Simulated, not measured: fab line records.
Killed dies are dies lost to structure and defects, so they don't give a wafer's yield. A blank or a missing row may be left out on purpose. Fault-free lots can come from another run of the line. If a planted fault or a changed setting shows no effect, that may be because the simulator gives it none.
Which tool is to blame?	flow n5_finfet	11 lots with 32 wafers sampled at 5 steps, on a route of 1938 steps

## WHAT THE GAUGES SHOWED, per wafer
N5_BEOL_M3_OCD_MEAS_38. Usual: 55.4 nm for trench_depth_nm, sd 1.2.
lot	measured	on	trench_depth_nm (nm)	flag
L572	day 7 07:16	ocd-02	52.9 53.2 55.5	
L575	day 7 20:53	ocd-01	55.3 55.1 55.4	
L578	day 8 14:28	ocd-01	57.7 56.3 57.9	
L579	day 8 14:36	ocd-02	55.6 55.3 55.5	
L581	day 9 11:29	ocd-01	55.3 54.8 55.0	
L582	day 9 19:38	ocd-02	56.2 55.9 55.4	
L585	day 10 11:26	ocd-02	56.1 57.0 55.8	
L586	day 10 16:52	ocd-02	56.8 56.5	
L574	day 12 18:05	ocd-01	55.0 56.3 56.0	
L593	day 13 04:50	ocd-01	56.1 56.1 56.8	
L595	day 13 14:40	ocd-02	57.3 54.8 55.3	

N5_BEOL_M4_RC_MEAS_101. Usual: DIBL_N 36.1 mV/V, standard deviation 1.6; DIBL_P 35.7 mV/V, standard deviation 1.8; IOFF_N 0.159 nA/um, standard deviation 0.027; IOFF_P 0.21 nA/um, standard deviation 0.03; ION_N 673 uA/um, standard deviation 10; ION_P 462 uA/um, standard deviation 7.4; SS_N 71.4 mV/dec, standard deviation 0.56; SS_P 73.2 mV/dec, standard deviation 0.61; VT_N 249.7 mV, standard deviation 3; VT_P -250 mV, standard deviation 3.1.
lot	measured	on	DIBL_N (mV/V)	DIBL_P (mV/V)	IOFF_N (nA/um)	IOFF_P (nA/um)	ION_N (uA/um)	ION_P (uA/um)	SS_N (mV/dec)	SS_P (mV/dec)	VT_N (mV)	VT_P (mV)	flag
L572	day 7 22:14	prober-01	33.2 34.0 32.9	33.2 35.0 32.9	0.118 0.134 0.122	0.19 0.22 0.19	664 661 661	460 466 459	70.7 71.5 71.3	72.6 73.1 72.2	253.6 251.4 250.9	-248 -249 -250	
L575	day 8 15:06	prober-02	33.5 35.2 37.1	30.8 33.0 34.6	0.133 0.156 0.187	0.20 0.23 0.26	683 686 677	480 476 471	70.9 70.7 72.3	72.1 72.6 73.4	249.5 249.5 245.7	-248 -246 -244	
L578	day 9 06:56	prober-02	36.3 36.4 36.9	36.8 36.8 38.2	0.176 0.164 0.171	0.18 0.18 0.22	673 676 683	447 449 455	72.0 72.0 72.6	73.6 73.6 73.5	248.2 250.7 250.2	-254 -252 -252	
L579	day 9 07:34	prober-01	38.1 35.9 37.8	35.7 33.7 36.1	0.166 0.131 0.174	0.20 0.18 0.21	666 671 684	453 460 466	71.7 71.0 72.0	73.3 72.3 73.2	248.8 252.3 247.9	-252 -249 -250	
L581	day 10 04:53	prober-02	35.7 33.3 36.9	35.6 33.7 36.3	0.161 0.131 0.187	0.20 0.17 0.21	671 672 679	455 459 455	71.8 70.0 71.9	72.6 72.1 73.8	251.7 255.0 249.4	-250 -253 -249	
L582	day 10 11:17	prober-02	37.7 37.4 36.4	36.6 37.4 35.7	0.169 0.162 0.149	0.22 0.24 0.21	674 676 675	460 470 462	71.1 71.4 71.5	73.6 72.9 73.1	249.1 249.4 248.8	-251 -247 -248	
L585	day 11 04:47	prober-02	36.8 35.7 36.5	38.0 36.2 37.4	0.164 0.139 0.158	0.26 0.22 0.25	664 675 678	462 471 469	71.3 71.6 70.7	73.9 72.9 74.2	248.3 252.3 249.6	-246 -250 -245	
L586	day 11 12:26	prober-02	35.3 34.6	35.3 35.1	0.144 0.140	0.19 0.19	664 662	458 454	70.8 71.1	73.9 74.0	253.9 250.2	-252 -251	
L574	day 13 19:43	prober-02	35.2 34.6 35.8	36.1 35.4 36.3	0.172 0.143 0.170	0.23 0.23 0.24	691 664 680	479 471 468	71.9 71.3 71.6	73.7 73.3 74.1	247.3 251.2 250.4	-247 -246 -246	
L593	day 13 21:15	prober-01	37.1 35.3 36.2	36.8 34.9 36.0	0.195 0.147 0.178	0.23 0.19 0.22	678 672 677	461 457 463	71.9 71.5 72.2	72.9 72.3 72.4	247.2 251.9 249.4	-250 -253 -250	
L595	day 14 16:55	prober-02	34.9 40.0 37.2	33.0 39.2 35.1	0.124 0.210 0.147	0.19 0.30 0.23	667 684 675	465 473 478	70.6 71.4 70.6	72.9 75.1 73.6	250.1 246.3 249.8	-249 -246 -248	

## WHAT TOOL EACH LOT RAN ON (gives the tool, then ch and the chambers of the sampled wafers, and finally the start)
lot	N5_BEOL_M3_CVD_47	N5_BEOL_M3_SPUTTER_81	N5_BEOL_M3_ANNEAL_87
L572	cvd_co-02 ch 0,1,2, day 7 09:01	pvd_sputter-02, day 7 09:40	pvd_sputter-02, day 7 09:58
L575	cvd_co-01 ch 0,1, day 7 22:16	pvd_sputter-02, day 8 00:01	pvd_sputter-02, day 8 00:19
L578	cvd_co-02 ch 0,1,2, day 8 16:49	pvd_sputter-01, day 8 17:28	pvd_sputter-01, day 8 17:46
L579	cvd_co-02 ch 0,1,2, day 8 17:01	pvd_sputter-03, day 8 17:49	pvd_sputter-03, day 8 18:07
L581	cvd_co-02 ch 1,2, day 9 12:11	pvd_sputter-02, day 9 13:14	pvd_sputter-02, day 9 13:32
L582	cvd_co-01 ch 0, day 9 20:24	pvd_sputter-03, day 9 22:14	pvd_sputter-03, day 9 22:32
L585	cvd_co-02 ch 0,1, day 10 12:06	pvd_sputter-03, day 10 12:43	pvd_sputter-03, day 10 13:01
L586	cvd_co-02 ch 1, day 10 19:32	pvd_sputter-01, day 10 20:13	pvd_sputter-01, day 10 20:31
L574	cvd_co-01 ch 1,2, day 12 19:06	pvd_sputter-03, day 12 20:56	pvd_sputter-03, day 12 21:14
L593	cvd_co-02 ch 0,1,2, day 13 06:02	pvd_sputter-03, day 13 06:47	pvd_sputter-03, day 13 07:05
L595	cvd_co-02 ch 0,1, day 13 16:09	pvd_sputter-03, day 13 16:47	pvd_sputter-03, day 13 17:05
- N5_BEOL_M3_CVD_47: deposits Co from CCTBA/H2, target thk 3 nm, time 223.8 s.
- N5_BEOL_M3_SPUTTER_81: material Cu, target thk 4.5 nm, time 8.29 s.
- N5_BEOL_M3_ANNEAL_87: time 240 s.

## AS READ BY THE TOOLS THEMSELVES (means over the sampled wafers that have a number; for cases with no such wafer, the mark the record gives instead)
N5_BEOL_M3_CVD_47. Usual: 247.0 s for run_length_s, sd 0.62.
lot	tool	run_length_s (s)	flag
L572	cvd_co-02	247.1	
L575	cvd_co-01	247.0	
L578	cvd_co-02	247.2	
L579	cvd_co-02	247.2	
L581	cvd_co-02	279.5	OFF
L582	cvd_co-01	246.8	
L585	cvd_co-02	312.2	OFF
L586	cvd_co-02	344.9	OFF
L574	cvd_co-01	246.9	
L593	cvd_co-02	247.2	
L595	cvd_co-02	246.6	

N5_BEOL_M3_SPUTTER_81. Usual: 29.5 % for throttle_valve_pct, sd 1.2.
lot	tool	throttle_valve_pct (%)	flag
L572	pvd_sputter-02	30.3	
L575	pvd_sputter-02	29.6	
L578	pvd_sputter-01	29.8	
L579	pvd_sputter-03	28.6	
L581	pvd_sputter-02	30.9	
L582	pvd_sputter-03	30.2	
L585	pvd_sputter-03	29.1	
L586	pvd_sputter-01	28.9	
L574	pvd_sputter-03	28.4	
L593	pvd_sputter-03	28.9	
L595	pvd_sputter-03	29.0	

N5_BEOL_M3_ANNEAL_87. Usual: 800 W for heater_power_w, sd 64.
lot	tool	heater_power_w (W)	flag
L572	pvd_sputter-02	818	
L575	pvd_sputter-02	802	
L578	pvd_sputter-01	776	
L579	pvd_sputter-03	736	
L581	pvd_sputter-02	791	
L582	pvd_sputter-03	865	
L585	pvd_sputter-03	798	
L586	pvd_sputter-01	740	
L574	pvd_sputter-03	827	
L593	pvd_sputter-03	789	
L595	pvd_sputter-03	798	

## THE ANSWER, worked out from the rows above alone
Rule: take the mean of a lot's wafers that have a number; if it is more than 3 standard deviations from the usual mean, the lot is off. A lot without any number at a reading at which 4 lots or more have one is off too. Any other lot the step has rows for is counted as sound. Order of review: gauges by route order, followed by the tools' own readings, for which a lot's mean as printed above is used. At the first step where some lot is off, the reading lying furthest off is the one used; lots without a number count as furthest.
Off at N5_BEOL_M3_CVD_47 (run_length_s): L581, L585, L586.
If a tool, at that step or one of the process steps before it, ran each lot that is off and ran no sound lot following the first of them, it fits. Of those tried, none fits.

## WHAT HAD BEEN PUT IN BY THE SIMULATOR
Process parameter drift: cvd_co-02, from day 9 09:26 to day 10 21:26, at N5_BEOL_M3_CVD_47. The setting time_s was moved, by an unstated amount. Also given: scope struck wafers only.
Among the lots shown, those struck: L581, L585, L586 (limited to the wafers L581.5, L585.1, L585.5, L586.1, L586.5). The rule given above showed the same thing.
